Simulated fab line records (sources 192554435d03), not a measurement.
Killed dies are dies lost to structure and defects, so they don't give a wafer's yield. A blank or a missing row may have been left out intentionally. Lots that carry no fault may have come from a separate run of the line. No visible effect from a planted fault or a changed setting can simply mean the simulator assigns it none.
Chamber matching    flow n5-finfet    N5_PMOS_HMC_CHANNEL_EPI_DESCUM_14 on rie-diel-02 has 4 sister chambers
The step chemistry O2, time 7.9 s. 18 wafers are shown with their chamber, then 9 later ones without.

== WAFERS, EACH WITH ITS CHAMBER ==
wafer   chamber  drypump-motor-current-A (A)  throttle-valve-pct (%)  oes-product-au (a.u.)
L075.1  2        5.6                          21.0                    0.72
L075.3  0        6.0                          20.5                    0.77
L075.5  2        5.6                          21.0                    0.71
L077.2  2        5.7                          21.0                    0.71
L077.3  0        6.0                          20.6                    0.77
L077.4  3        5.4                          20.6                    0.67
L081.2  2        5.7                          21.0                    0.71
L081.3  1        5.8                          20.6                    0.75
L081.5  0        6.0                          20.6                    0.77
L082.2  1        5.8                          20.5                    0.76
L082.5  2        5.6                          21.0                    0.71
L082.6  1        5.9                          20.6                    0.75
L083.1  1        5.9                          20.6                    0.75
L083.2  0        6.0                          20.6                    0.76
L083.3  2        5.7                          21.0                    0.71
L086.4  3        5.4                          20.2                    0.95
L086.5  3        5.4                          20.3                    0.95
L086.6  2        5.7                          21.0                    0.72

SIGNATURES, as means of the wafers listed above
reading                  chamber 0  chamber 1  chamber 2  chamber 3  scatter within a chamber
drypump-motor-current-A  6.000      5.850      5.657      5.400      0.044
throttle-valve-pct       20.575     20.575     21.000     20.367     0.0852
oes-product-au           0.7675     0.7525     0.7129     0.8567     0.0613
Rule: a wafer's distance from a chamber is the root of the sum, over the readings, of the square of ((its reading less the chamber's mean) divided by the reading's scatter). The wafer belongs to the nearest chamber; if the next one is less than 2 further off, it can't be placed. The scatter: take each reading less its chamber's mean, square it, sum over the shown wafers, divide by the number of wafers less the number of chambers, and take the root.

== WAFERS WITH NO CHAMBER GIVEN ==
wafer   drypump-motor-current-A (A)  throttle-valve-pct (%)  oes-product-au (a.u.)
L087.1  6.0                          20.6                    0.76
L087.3  5.7                          21.0                    0.71
L087.5  5.4                          20.2                    0.95
L089.3  6.1                          20.6                    0.74
L089.4  5.6                          21.0                    0.70
L089.6  5.7                          21.0                    0.70
L094.2  5.9                          20.6                    0.73
L094.5  5.9                          20.6                    0.74
L094.6  5.4                          20.2                    0.94

== EACH ONE'S CHAMBER ==
wafer   from the rows above      in truth
L087.1  0                        0
L087.3  2                        2
L087.5  3                        3
L089.3  0                        0
L089.4  2                        2
L089.6  2                        2
L094.2  can't be placed: 1 or 0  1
L094.5  can't be placed: 1 or 0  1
L094.6  3                        3
Correct placement for 7 of the 9. Unplaceable from these rows: 2, with the true chamber sitting among the candidates in 2. Placed wrongly: 0.
